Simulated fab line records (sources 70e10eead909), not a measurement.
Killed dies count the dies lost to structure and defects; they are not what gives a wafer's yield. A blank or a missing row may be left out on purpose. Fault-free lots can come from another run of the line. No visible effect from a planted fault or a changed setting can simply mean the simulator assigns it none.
fab line records | flow nand_harc | part 2 of 2: steps 39 to 42 of 42
[record] lots = 5 wafers = 14 last_day = 32
route steps=1302 shown A_ONON_D2@569 A_CHANNEL_HOLE_D2@570 END@1301
lots untouched by any fault: they come from a run of this same line in which no faults occurred
start_h: hours from the record's first day to the start of the lot's first wafer shown | wait_h: how many hours have passed since the lot's step before this one | " same as the row above | L1.1+2: one row covering several wafers at once | - no value present, or no start provided | * or withheld: withheld | < > ~ a bound
route shown NAME@n: names a module that has steps shown in the file, with the first one's number in the route | usual: average and standard deviation across the fault-free wafers | same: alike in all rows | chamber/n: place in a boat | sites: each site's reading | _std_site: the values' standard deviation | _edge_site: mean of outer sites minus mean of inner sites | radius_mm: how far each site lies from the wafer's centre | mask NAME#n: copy n | behind: the tool/chamber that last shaped the wafer | hold: why the lot was held/for how many hours/how that ended | device: the transistor (n, p or np) that didn't switch | end of line: the same wafers' tests at the end of the route | a step given without rows: its recipe and nothing more | killed: the dies lost at the first sort to structure and to defects; this is not the yield of the wafer | map: a wafer's dies, marking killed ones x, the rest . and places with no die _
set.NAME: the run value of the setting; set.NAME@STEP: its run value at that earlier step | model.NAME: the simulator's own value behind a step, which no gauge read
lots at selected steps of the route; one table per step, one row per wafer
services: when a tool's chamber went out of use (start_h, in hours from the record's first day, below 0 if earlier), for how many hours, and the reason
[[steps]]
[step NHARC_A_CHANNEL_HOLE_D2_CD_MEAS_31]
[usual] cd_nm = 89.4/1.7
// columns lot.wafer tool chamber start_h wait_h cd_nm
L133.2 cd_sem-01 - 323.88 - 87.7
L133.3 " - " " 89.9
L133.6 " - " " 86.9
L135.2 cd_sem-03 - 356.74 - 91.9
L135.3 " - " " 88.1
L135.5 " - " " 90.8
L136.3 cd_sem-01 - 372.43 - 89.3
L136.4 " - " " 88.7
L136.6 " - " " 86.4
L145.1 cd_sem-03 - 436.16 - 89.1
L145.3 " - " " 92.4
L145.4 " - " " 89.9
L150.2 cd_sem-01 - 493.37 - 104.8
L150.5 " - " " 86.9
[step NHARC_A_CHANNEL_HOLE_D2_XSEM_32]
[recipe] landing_energy_ev = 35000
[usual] bot_cd_nm = 74.0/1.8 bow_nm = 8.7/0.34 tilt_deg = 0.064/0.03
// columns lot.wafer tool chamber start_h wait_h bot_cd_nm bow_nm tilt_deg
L133.2 xsem-02 0 323.97 0.1 72.3 8.9 0.006
L133.3 " 0 " " 74.7 8.8 0.005
L133.6 " 0 " " 72.2 8.9 0.005
L135.2 xsem-01 0 356.83 0.1 75.4 8.8 0.064
L135.3 " 0 " " 72.6 8.8 0.061
L135.5 " 0 " " 74.8 8.7 0.063
L136.3 xsem-01 0 372.52 0.1 74.3 9.6 0.077
L136.4 " 0 " " 74.6 9.6 0.077
L136.6 " 0 " " 71.6 9.6 0.078
L145.1 xsem-02 0 436.25 0.1 73.9 8.4 0.066
L145.3 " 0 " " 78.6 8.5 0.065
L145.4 " 0 " " 74.9 8.5 0.067
L150.2 xsem-01 0 493.45 0.1 90.7 8.4 0.078
L150.5 " 0 " " 72.3 8.4 0.079
[step NHARC_A_CHANNEL_HOLE_D2_INSPECT_40]
[usual] raw_defect_count = 289/85
// columns lot.wafer tool chamber start_h wait_h raw_defect_count
L133.2 defect_inspect-02 - 324.07 - 219
L133.3 " - " " 253
L133.6 " - " " 218
L135.2 defect_inspect-01 - 356.93 - 289
L135.3 " - " " 219
L135.5 " - " " 342
L136.3 defect_inspect-01 - 372.61 - 382
L136.4 " - " " 331
L136.6 " - " " 279
L145.1 defect_inspect-01 - 436.35 - 272
L145.3 " - " " 386
L145.4 " - " " 235
L150.2 defect_inspect-02 - 493.55 - 215
L150.5 " - " " 190
[step NHARC_END_WLT_00]
[usual] VT_DECK1_BOTTOM = 0.871/0.0067 VT_DECK1_BOTTOM_INNER = 0.871/0.0073 VT_DECK1_MEDIAN_NEAR_BOTTOM = 0.872/0.0071 VT_DECK1_MEDIAN_NEAR_BOTTOM_INNER = 0.872/0.0073 VT_DECK1_MIDDLE = 0.885/0.0058 VT_DECK1_MIDDLE_INNER = 0.885/0.0063 VT_DECK1_TOP = 0.897/0.0061 VT_DECK1_TOP_INNER = 0.897/0.0062 VT_DECK2_BOTTOM = 0.869/0.0078 VT_DECK2_BOTTOM_INNER = 0.868/0.0078 VT_DECK2_MEDIAN_NEAR_BOTTOM = 0.870/0.007 VT_DECK2_MEDIAN_NEAR_BOTTOM_INNER = 0.871/0.0079 VT_DECK2_MIDDLE = 0.883/0.007 VT_DECK2_MIDDLE_INNER = 0.884/0.0064 VT_DECK2_TOP = 0.896/0.0062 VT_DECK2_TOP_INNER = 0.896/0.0067
// columns lot.wafer tool chamber start_h wait_h VT_DECK1_BOTTOM VT_DECK1_BOTTOM_INNER VT_DECK1_MEDIAN_NEAR_BOTTOM VT_DECK1_MEDIAN_NEAR_BOTTOM_INNER VT_DECK1_MIDDLE VT_DECK1_MIDDLE_INNER VT_DECK1_TOP VT_DECK1_TOP_INNER VT_DECK2_BOTTOM VT_DECK2_BOTTOM_INNER VT_DECK2_MEDIAN_NEAR_BOTTOM VT_DECK2_MEDIAN_NEAR_BOTTOM_INNER VT_DECK2_MIDDLE VT_DECK2_MIDDLE_INNER VT_DECK2_TOP VT_DECK2_TOP_INNER
L133.2 prober-01 - 606.24 16.1 0.868 0.867 0.870 0.866 0.888 0.883 0.888 0.898 0.870 0.859 0.873 0.869 0.878 0.882 0.896 0.894
L133.3 " - " " 0.872 0.878 0.877 0.878 0.879 0.894 0.900 0.895 0.865 0.868 0.876 0.871 0.892 0.884 0.899 0.890
L133.6 " - 608.25 18.1 0.873 0.869 0.867 0.868 0.877 0.888 0.890 0.895 0.863 0.852 0.869 0.867 0.875 0.884 0.888 0.896
L135.2 prober-02 - 617.58 7.5 0.881 0.891 0.877 0.886 0.897 0.890 0.907 0.911 0.885 0.870 0.880 0.888 0.894 0.891 0.903 0.902
L135.3 " - " " 0.882 0.884 0.875 0.886 0.895 0.889 0.903 0.898 0.879 0.883 0.881 0.873 0.879 0.896 0.904 0.906
L135.5 " - 619.09 9.0 0.882 0.878 0.878 0.879 0.886 0.891 0.912 0.907 0.876 0.879 0.869 0.885 0.906 0.888 0.905 0.901
L136.3 prober-02 - 636.36 1.1 0.865 0.855 0.865 0.867 0.883 0.878 0.895 0.897 0.866 0.862 0.875 0.870 0.878 0.887 0.894 0.893
L136.4 " - " " 0.866 0.863 0.862 0.867 0.887 0.883 0.895 0.901 0.867 0.866 0.870 0.878 0.885 0.887 0.888 0.888
L136.6 " - " " 0.863 0.865 0.860 0.860 0.884 0.880 0.903 0.894 0.855 0.863 0.853 0.856 0.871 0.885 0.901 0.894
L145.1 prober-01 - 695.87 0.0 0.868 0.864 0.875 0.867 0.891 0.880 0.892 0.899 0.864 0.863 0.856 0.858 0.876 0.875 0.890 0.891
L145.3 " - 696.89 1.1 0.867 0.870 0.863 0.869 0.882 0.882 0.891 0.897 0.869 0.871 0.869 0.865 0.883 0.879 0.895 0.890
L145.4 " - " " 0.870 0.871 0.875 0.876 0.891 0.889 0.891 0.906 0.861 0.863 0.867 0.863 0.873 0.883 0.886 0.887
L150.2 prober-01 - 759.88 0.5 0.866 0.873 0.870 0.864 0.881 0.885 0.900 0.897 0.897 0.909 0.901 0.902 0.909 0.919 0.919 0.921
L150.5 " - 761.37 2.0 0.866 0.868 0.872 0.872 0.889 0.880 0.897 0.897 0.869 0.860 0.862 0.863 0.872 0.876 0.896 0.890
[[services]]
// columns tool chamber start_h hours kind
rie_diel-07 - 294.20 9.0 pm
rie_diel-05 0 312.46 - clean
rie_diel-05 1 312.46 - clean
rie_diel-05 2 312.46 - clean
rie_diel-05 3 312.46 - clean
litho_track-01 - 330.00 7.0 pm
rie_diel-05 0 336.96 - clean
rie_diel-05 1 336.96 - clean
rie_diel-05 2 336.96 - clean
rie_diel-07 1 343.06 8.8 repair
litho_track-06 - 354.00 7.0 pm
rie_diel-05 1 359.38 5.8 repair
rie_diel-07 2 366.39 3.3 repair
xsem-01 - 374.00 14.0 pm
litho_track-04 - 378.00 7.0 pm
har_etch-02 - 378.86 17.0 pm
rie_diel-05 3 390.73 10.3 repair
rie_diel-05 - 406.93 9.0 pm
rie_diel-10 - 419.50 9.0 pm
rie_diel-07 2 428.75 9.4 repair
rie_diel-07 0 455.11 15.3 repair
rie_diel-10 0 468.17 1.2 repair
rie_diel-10 1 469.74 4.1 repair
rie_diel-07 - 471.20 9.0 pm
[[key]]
[first_sign] step = NHARC_A_CHANNEL_HOLE_D2_CD_MEAS_10 reading = cd_nm direction = up sigmas = 21 usual = 100.3 struck = 115.7
[effect] step = NHARC_A_CHANNEL_HOLE_D2_CD_MEAS_18 reading = cd_nm direction = up sigmas = 6.3 usual = 99.9 struck = 116.2
[effect] step = NHARC_A_CHANNEL_HOLE_D2_CD_MEAS_31 reading = cd_nm direction = up sigmas = 9.2 usual = 89.4 struck = 104.8
[effect] step = NHARC_A_CHANNEL_HOLE_D2_XSEM_32 reading = bot_cd_nm direction = up sigmas = 9.1 usual = 74.0 struck = 90.7
[effect] step = NHARC_END_WLT_00 reading = VT_DECK2_MIDDLE_INNER direction = up sigmas = 5.5 usual = 0.884 struck = 0.919
[model_effect] step = NHARC_A_CHANNEL_HOLE_D2_DESCUM_15 value = A_CHANNEL_HOLE_D2.cd_nm without = 100.9 struck = 116.3
[model_effect] step = NHARC_A_CHANNEL_HOLE_D2_ETCH_44 value = A_CHANNEL_HOLE_D2.cd_nm without = 89.4 struck = 104.8
met_at NHARC_A_CHANNEL_HOLE_D2_PEB_08
struck_wafers L150.2
sort_left_out L150.2
tester_left_out L150
onset_between 429.01 486.39
[fault] kind = process_parameter_drift tool = litho_track-06 chamber = - onset_h = 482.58 steps = NHARC_A_CHANNEL_HOLE_D2_PEB_08 channel = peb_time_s offset = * shape = step end_h = 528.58 scope = struck_wafers_only acts_in = * stated = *
// tester_left_out: of these lots the tester's yield and bins aren't shown, on N5 and GAA mostly nor the transistor test; their killed dies are dies lost to structure and defects alone, not to doping, threshold or leakage, so they don't give the yield
// sort_left_out: the simulated sort isn't trusted on such a fault, so these wafers' sort isn't shown, and their yield isn't known
